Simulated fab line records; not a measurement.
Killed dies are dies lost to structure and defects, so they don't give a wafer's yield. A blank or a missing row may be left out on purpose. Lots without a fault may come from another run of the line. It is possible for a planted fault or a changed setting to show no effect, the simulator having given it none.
fab line records	flow nand_harc
record lots=12	wafers=35	last_day=31
route steps=1302 shown A_CHANNEL_HOLE_D2@594 A_CHANNEL_FILL_D2@616 END@1302
lots with no fault: from the same line, run without faults
start_h: the number of hours between the record's first day and the start of the first shown wafer of the lot	wait_h: hours from the lot's prior step to this one	" identical to the entry in the row above	L1.1+2: a row that stands for several wafers	- value missing, or start not given	* or withheld: withheld	< > ~ a bound
route shown NAME@n: NAME is a module with steps in the file, n the number in the route of the first one	usual: mean and standard deviation over wafers with no fault	same: alike in all rows	chamber/n: place in a boat	sites: each site's reading	_std_site: their standard deviation	_edge_site: inner sites' mean taken away from outer sites' mean	radius_mm: for every site, how far away it sits from the centre of the wafer	mask NAME#n: copy n	behind: the tool/chamber that last shaped the wafer	hold: why the lot went on hold/how many hours it stayed there/how the hold came to an end	device: which transistor (n, p or np) failed to switch	end of line: the same wafers' tests at the end of the route	for a step that has no rows: nothing shown but its recipe	killed: not the wafer's yield, but the dies lost to structure and defects at the first sort	map: a wafer's dies, x killed, . not, _ none there
set.NAME: the setting that was run; set.NAME@STEP: the one run at that earlier step	model.NAME: the simulator's own value behind a step, which no gauge read
route steps across a sampled set of lots; one table per step, one row per wafer
services: a tool's chamber out of use, with start hour (start_h, from the record's first day; less than 0 if before it), hours out, and reason
## steps
# step NHARC_A_CHANNEL_HOLE_D2_ETCH_22
# recipe bias_v=3000	source_w=withheld	pressure_mtorr=20	time_s=666.7	ar_flow_sccm=375	c4f8_flow_sccm=89.3	o2_flow_sccm=35.7	temp_c=-20	target_depth_a=16000	chemistry=C4F8/O2/Ar
# usual drypump_motor_current_A=5.27/0.2	o2_flow_sccm=35.71/0.098	showerhead_plenum_p_Torr=3.69/0.15	throttle_valve_pct=32.155/0.0087
lot.wafer	tool	chamber	start_h	wait_h	drypump_motor_current_A	o2_flow_sccm	rf_hours_counter_h	showerhead_plenum_p_Torr	throttle_valve_pct
L364.2	har_etch-02	0	313.19	0.4	5.43	35.70	375	3.60	32.154
L364.3	"	0	"	"	5.45	35.78	-	3.60	32.149
L364.4	"	1	"	"	5.23	35.81	-	3.53	32.157
L365.1	har_etch-02	0	321.72	0.4	5.45	35.65	379	3.60	32.157
L365.3	"	1	"	"	5.24	35.74	-	3.53	32.170
L365.4	"	0	"	"	5.47	35.48	-	3.60	32.142
L369.1	har_etch-01	1	346.82	0.4	4.93	35.52	176	3.68	32.158
L369.4	"	1	"	"	4.93	35.55	-	3.68	32.165
L369.5	"	0	"	"	5.36	35.95	-	3.59	32.158
L366.2	har_etch-02	1	348.49	0.4	5.31	35.69	376	3.52	32.153
L366.1	"	0	"	"	5.46	35.75	391	3.59	32.173
L366.6	"	0	"	"	5.47	35.75	-	3.59	32.142
L367.2	har_etch-01	0	350.98	0.4	5.41	35.67	180	3.59	32.152
L367.4	"	1	"	"	4.94	35.62	-	3.68	32.170
L367.6	"	1	"	"	4.95	35.84	-	3.68	32.148
L371.1	har_etch-02	1	374.07	0.4	5.30	35.78	395	3.51	32.138
L371.4	"	0	"	"	5.43	35.57	-	3.58	32.152
L371.5	"	0	"	"	5.42	35.70	-	3.58	32.154
L373.1	har_etch-02	0	404.81	0.4	5.45	35.86	4	3.93	32.156
L373.3	"	0	"	"	5.46	35.71	-	3.93	32.152
L373.5	"	1	"	"	5.26	35.60	-	3.93	32.146
L375.1	har_etch-01	1	420.52	0.4	4.97	35.67	230	3.66	32.153
L375.4	"	0	"	"	5.47	35.69	-	3.56	32.147
L375.3	"	1	"	"	4.96	35.71	-	3.65	32.147
L378.3	har_etch-01	1	449.96	0.4	4.92	35.85	-	3.65	32.156
L378.5	"	0	"	"	5.39	35.84	-	3.55	32.175
L378.6	"	1	"	"	4.97	35.85	-	3.65	32.154
L377.1	har_etch-01	0	460.06	0.4	5.41	35.74	253	3.55	32.153
L377.3	"	0	"	"	5.45	35.78	-	3.55	32.143
L377.5	"	0	"	"	5.40	35.66	-	3.55	32.172
L380.4	har_etch-01	1	472.75	0.4	4.95	35.88	-	3.64	32.161
L380.6	"	1	"	"	4.94	35.75	-	3.64	32.145
L380.5	"	0	"	"	5.42	35.57	-	3.54	32.156
L381.4	har_etch-02	1	473.26	0.4	5.28	35.55	-	3.91	32.152
L381.5	"	0	"	"	5.44	35.86	-	3.91	32.160
# step NHARC_A_CHANNEL_HOLE_D2_ETCH_24
# recipe bias_v=5000	source_w=withheld	pressure_mtorr=20	time_s=906.2	ar_flow_sccm=375	c4f8_flow_sccm=93.8	o2_flow_sccm=31.2	temp_c=-20	target_depth_a=15000	chemistry=C4F8/O2/Ar
# usual drypump_motor_current_A=5.27/0.2	o2_flow_sccm=31.23/0.088	showerhead_plenum_p_Torr=3.68/0.15	throttle_valve_pct=32.235/0.0094
lot.wafer	tool	chamber	start_h	wait_h	drypump_motor_current_A	o2_flow_sccm	rf_hours_counter_h	showerhead_plenum_p_Torr	throttle_valve_pct
L364.2	har_etch-02	0	314.44	0.6	5.48	31.20	376	3.60	32.237
L364.3	"	0	"	"	5.45	31.35	-	3.59	32.247
L364.4	"	1	"	"	5.29	31.51	-	3.52	32.238
L365.1	har_etch-02	0	323.02	0.6	5.48	31.29	380	3.59	32.239
L365.3	"	1	"	"	5.27	31.23	-	3.52	32.243
L365.4	"	0	"	"	5.46	31.26	-	3.59	32.223
L369.1	har_etch-01	1	348.12	0.6	4.93	31.16	177	3.68	32.229
L369.4	"	1	"	"	4.91	31.18	-	3.68	32.233
L369.5	"	0	"	"	5.43	31.31	-	3.58	32.253
L366.2	har_etch-02	1	349.75	0.6	5.27	31.20	377	3.52	32.233
L366.1	"	0	"	"	5.46	31.21	392	3.59	32.246
L366.6	"	0	"	"	5.43	31.22	-	3.59	32.242
L367.2	har_etch-01	0	352.26	0.6	5.39	31.22	181	3.58	32.248
L367.4	"	1	"	"	4.96	31.38	-	3.68	32.232
L367.6	"	1	"	"	4.94	31.47	-	3.68	32.232
L371.1	har_etch-02	1	375.32	0.6	5.25	31.19	396	3.51	32.241
L371.4	"	0	"	"	5.47	31.24	-	3.58	32.237
L371.5	"	0	"	"	5.45	31.26	-	3.58	32.238
L373.1	har_etch-02	0	406.10	0.6	5.48	31.28	6	3.92	32.240
L373.3	"	0	"	"	5.46	31.11	-	3.92	32.243
L373.5	"	1	"	"	5.24	31.41	-	3.92	32.240
L375.1	har_etch-01	1	421.82	0.6	4.96	31.41	231	3.65	32.249
L375.4	"	0	"	"	5.44	31.28	-	3.55	32.243
L375.3	"	1	"	"	4.95	31.31	-	3.65	32.232
L378.3	har_etch-01	1	451.32	0.6	4.96	31.24	-	3.64	32.244
L378.5	"	0	"	"	5.44	31.19	-	3.55	32.245
L378.6	"	1	"	"	4.93	31.16	-	3.64	32.222
L377.1	har_etch-01	0	461.30	0.6	5.38	31.23	254	3.54	32.244
L377.3	"	0	"	"	5.41	31.34	-	3.54	32.256
L377.5	"	0	"	"	5.40	31.11	-	3.54	32.235
L380.4	har_etch-01	1	474.07	0.6	4.93	31.34	-	3.63	32.220
L380.6	"	1	"	"	4.95	31.24	-	3.63	32.245
L380.5	"	0	"	"	5.39	31.27	-	3.54	32.242
L381.4	har_etch-02	1	474.63	0.6	5.27	31.25	-	3.90	32.235
L381.5	"	0	"	"	5.45	31.22	-	3.90	32.231
# step NHARC_A_CHANNEL_HOLE_D2_ETCH_27
# recipe bias_v=400	source_w=2000	pressure_mtorr=25	time_s=90	ar_flow_sccm=375	c4f8_flow_sccm=41.7	o2_flow_sccm=83.3	temp_c=-20	target_depth_a=4000	chemistry=C4F8/O2/Ar
# usual drypump_motor_current_A=5.27/0.2	o2_flow_sccm=83.26/0.25	showerhead_plenum_p_Torr=3.72/0.15	throttle_valve_pct=27.619/0.01
lot.wafer	tool	chamber	start_h	wait_h	drypump_motor_current_A	o2_flow_sccm	rf_hours_counter_h	showerhead_plenum_p_Torr	throttle_valve_pct
L364.2	har_etch-02	0	316.29	0.2	5.46	83.62	378	3.64	27.609
L364.3	"	0	"	"	5.47	83.33	-	3.63	27.619
L364.4	"	1	"	"	5.23	83.22	-	3.56	27.625
L365.1	har_etch-02	0	324.75	0.2	5.46	82.82	382	3.63	27.631
L365.3	"	1	"	"	5.27	83.28	-	3.56	27.610
L365.4	"	0	"	"	5.45	82.91	-	3.63	27.609
L369.1	har_etch-01	1	349.86	0.2	4.96	83.39	179	3.72	27.613
L369.4	"	1	"	"	4.95	83.12	-	3.72	27.611
L369.5	"	0	"	"	5.41	83.29	-	3.62	27.613
L366.2	har_etch-02	1	351.59	0.2	5.28	83.08	379	3.55	27.618
L366.1	"	0	"	"	5.45	82.78	394	3.63	27.614
L366.6	"	0	"	"	5.44	83.07	-	3.63	27.618
L367.2	har_etch-01	0	354.02	0.2	5.42	83.31	183	3.62	27.617
L367.4	"	1	"	"	4.94	83.89	-	3.72	27.601
L367.6	"	1	"	"	4.95	83.76	-	3.72	27.614
L371.1	har_etch-02	1	377.18	0.2	5.28	83.09	398	3.54	27.616
L371.4	"	0	"	"	5.45	82.79	-	3.62	27.628
L371.5	"	0	"	"	5.44	83.08	-	3.62	27.633
L373.1	har_etch-02	0	407.87	0.2	5.44	83.26	7	3.98	27.610
L373.3	"	0	"	"	5.44	83.47	-	3.98	27.626
L373.5	"	1	"	"	5.26	83.05	-	3.98	27.646
L375.1	har_etch-01	1	423.55	0.2	4.96	83.26	233	3.69	27.615
L375.4	"	0	"	"	5.43	83.34	-	3.59	27.614
L375.3	"	1	"	"	4.94	83.56	-	3.69	27.622
L378.3	har_etch-01	1	452.87	0.2	4.96	83.23	-	3.68	27.604
L378.5	"	0	"	"	5.42	83.13	-	3.58	27.636
L378.6	"	1	"	"	4.96	82.94	-	3.68	27.599
L377.1	har_etch-01	0	463.15	0.2	5.38	83.12	256	3.58	27.634
L377.3	"	0	"	"	5.43	83.12	-	3.58	27.626
L377.5	"	0	"	"	5.39	83.27	-	3.58	27.623
L380.4	har_etch-01	1	475.72	0.2	4.96	82.89	-	3.67	27.610
L380.6	"	1	"	"	4.94	83.41	-	3.67	27.624
L380.5	"	0	"	"	5.43	83.41	-	3.58	27.624
L381.4	har_etch-02	1	476.17	0.2	5.28	82.75	-	3.95	27.638
L381.5	"	0	"	"	5.46	82.80	-	3.95	27.631
# step NHARC_A_CHANNEL_FILL_D2_ALD_16
# recipe target_thk_a=15	pulse_time_s=10	ald_cycles=15	temp_c=300	material=SiO2
# usual ald_cycles=15/0	heater_power_w=480/42	precursor_pulse_height_rel=0.998/0.021	susceptor_temp_C=299.98/0.2
lot.wafer	tool	chamber	start_h	wait_h	ald_cycles	heater_power_w	precursor_pulse_height_rel	susceptor_temp_C
L364.2	ald_hk-02	1	332.49	2.1	15	524	1.018	299.98
L364.4	"	3	"	"	15	509	1.012	299.71
L364.3	"	0	"	"	15	486	0.980	300.07
L365.4	ald_hk-03	3	338.85	0.0	15	500	0.996	299.78
L365.3	"	0	"	"	15	383	1.015	299.97
L365.1	"	1	"	"	15	454	1.021	300.16
L369.4	ald_hk-04	1	363.99	0.1	15	503	0.996	299.69
L369.1	"	0	"	"	15	405	0.998	299.79
L369.5	"	2	"	"	15	436	0.988	300.20
L366.2	ald_hk-04	1	364.20	0.3	15	505	0.994	299.78
L366.1	"	2	"	"	15	428	1.013	300.13
L366.6	"	0	"	"	15	408	0.983	300.32
L367.2	ald_hk-03	0	369.16	0.1	15	401	0.976	299.74
L367.4	"	1	"	"	15	457	0.948	299.94
L367.6	"	0	"	"	15	405	1.030	300.06
L371.4	ald_hk-02	1	393.89	2.2	15	539	0.993	299.81
L371.1	"	0	"	"	15	521	1.015	300.14
L371.5	"	2	"	"	15	503	0.983	300.08
L373.3	ald_hk-04	2	422.20	0.3	15	443	1.005	299.71
L373.1	"	3	"	"	15	440	0.979	299.93
L373.5	"	1	"	"	15	520	0.952	299.88
L375.4	ald_hk-02	1	438.14	0.5	15	523	1.020	299.97
L375.1	"	2	"	"	15	501	0.982	299.86
L375.3	"	3	"	"	15	480	0.988	300.28
L378.3	ald_hk-02	2	467.01	0.1	15	490	1.007	299.91
L378.5	"	3	"	"	15	473	1.021	299.97
L378.6	"	0	"	"	15	504	0.993	299.97
L377.1	ald_hk-02	1	477.74	0.1	12	519	1.011	300.07
L377.3	"	3	"	"	15	470	0.963	300.18
L377.5	"	1	"	"	12	533	0.987	300.26
L380.4	ald_hk-02	2	489.85	0.1	15	492	0.996	299.98
L380.6	"	0	"	"	15	528	0.979	300.03
L380.5	"	1	"	"	12	528	1.019	300.15
L381.4	ald_hk-02	2	490.01	0.3	15	496	0.982	-
L381.5	"	0	"	"	12	504	1.001	-
# step NHARC_END_SORT_01
# recipe temp_c=25
# usual killed_at_array=64/20	killed_at_other=0.7/1.1	killed_at_periphery=3.6/2.7	killed_dies=68/20	killed_open=2.8/1.9	killed_short=2.3/1.5
# same gross_dies=677
lot.wafer	tool	chamber	start_h	wait_h	killed_at_array	killed_at_other	killed_at_periphery	killed_dies	killed_open	killed_short
L375.1	prober-02	0	688.77	2.5	55	0	2	57	3	2
L375.3	prober-02	0	690.39	3.1	73	0	2	75	0	1
L375.4	prober-02	0	691.20	3.4	67	1	2	70	3	1
# killed by level:class
L375.1 A_SLIT:chamber_film_flake=26 A_CHANNEL_HOLE_D2:chamber_film_flake=15 A_STAIRCASE:chamber_film_flake=3 A_CONTACT:chamber_film_flake=2 A_CHANNEL_HOLE_D1:chamber_film_flake=2 A_ONON_D1:geometric_particle:short=1 A_CHANNEL_HOLE_D1:geometric_particle:short=1 A_ONON_D2:geometric_particle:open=1
L375.3 A_SLIT:chamber_film_flake=36 A_CHANNEL_HOLE_D2:chamber_film_flake=21 A_CHANNEL_HOLE_D1:chamber_film_flake=9 A_STAIRCASE:chamber_film_flake=3 A_CHANNEL_FILL_D2:geometric_particle:short=1 P_ZERO_WELL:chamber_film_flake=1 P_GATE:chamber_film_flake=1 A_DECK1_JOINT:chamber_film_flake=1
L375.4 A_SLIT:chamber_film_flake=26 A_CHANNEL_HOLE_D2:chamber_film_flake=20 A_CHANNEL_HOLE_D1:chamber_film_flake=6 A_STAIRCASE:chamber_film_flake=6 A_M1:chamber_film_flake=3 P_BONDPAD:chamber_film_flake=2 A_DECK1_JOINT:geometric_particle:short=1 A_WL_FILL:geometric_particle:open=1
## services
tool	chamber	start_h	hours	kind
ald_hk-02	-	292.74	4.3	repair
ald_hk-02	-	348.00	10.0	pm
ald_hk-02	0	348.00	10.0	vent_cycle
ald_hk-02	1	348.00	10.0	vent_cycle
ald_hk-02	2	348.00	10.0	vent_cycle
ald_hk-02	3	348.00	10.0	vent_cycle
ald_hk-02	0	358.00	-	clean
ald_hk-02	1	358.00	-	clean
ald_hk-02	2	358.00	-	clean
ald_hk-02	3	358.00	-	clean
ald_hk-02	-	374.21	1.1	repair
har_etch-02	-	377.36	17.0	pm
har_etch-02	0	377.36	17.0	vent_cycle
har_etch-02	1	377.36	17.0	vent_cycle
har_etch-02	0	394.36	-	clean
har_etch-02	0	394.36	-	consumable_replace:esc
har_etch-02	0	394.36	-	consumable_replace:focus_ring
har_etch-02	0	394.36	-	consumable_replace:showerhead
har_etch-02	1	394.36	-	clean
har_etch-02	1	394.36	-	consumable_replace:focus_ring
har_etch-02	1	394.36	-	consumable_replace:showerhead
ald_hk-04	1	432.75	10.0	vent_cycle
ald_hk-04	2	432.75	10.0	vent_cycle
ald_hk-03	-	486.29	1.1	repair
## key
first_sign step=NHARC_A_CHANNEL_FILL_D2_ALD_16	reading=ald_cycles	direction=down	sigmas=99+	usual=15	struck=12
effect none on later readings
met_at NHARC_A_CHANNEL_FILL_D2_ALD_16
struck_lots L377,L380,L381
struck_wafers L377.1,L377.5,L380.5,L381.5
tester_left_out L377,L380,L381
not_acting_at NHARC_A_CHANNEL_HOLE_D2_ETCH_22,NHARC_A_CHANNEL_HOLE_D2_ETCH_24,NHARC_A_CHANNEL_HOLE_D2_ETCH_27
onset_between 467.01 477.74
fault kind=process_parameter_drift	tool=ald_hk-02	chamber=-	onset_h=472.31	steps=NHARC_A_CHANNEL_FILL_D2_ALD_16	channel=ald_cycles	offset=-3	shape=step	end_h=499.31	scope=struck_wafers_only	acts_in=these_recipes_only	stated=15
# tester_left_out: of these lots the tester's yield and bins aren't shown, on N5 and GAA mostly nor the transistor test; their killed dies are dies lost to structure and defects alone, not to doping, threshold or leakage, so they don't give the yield
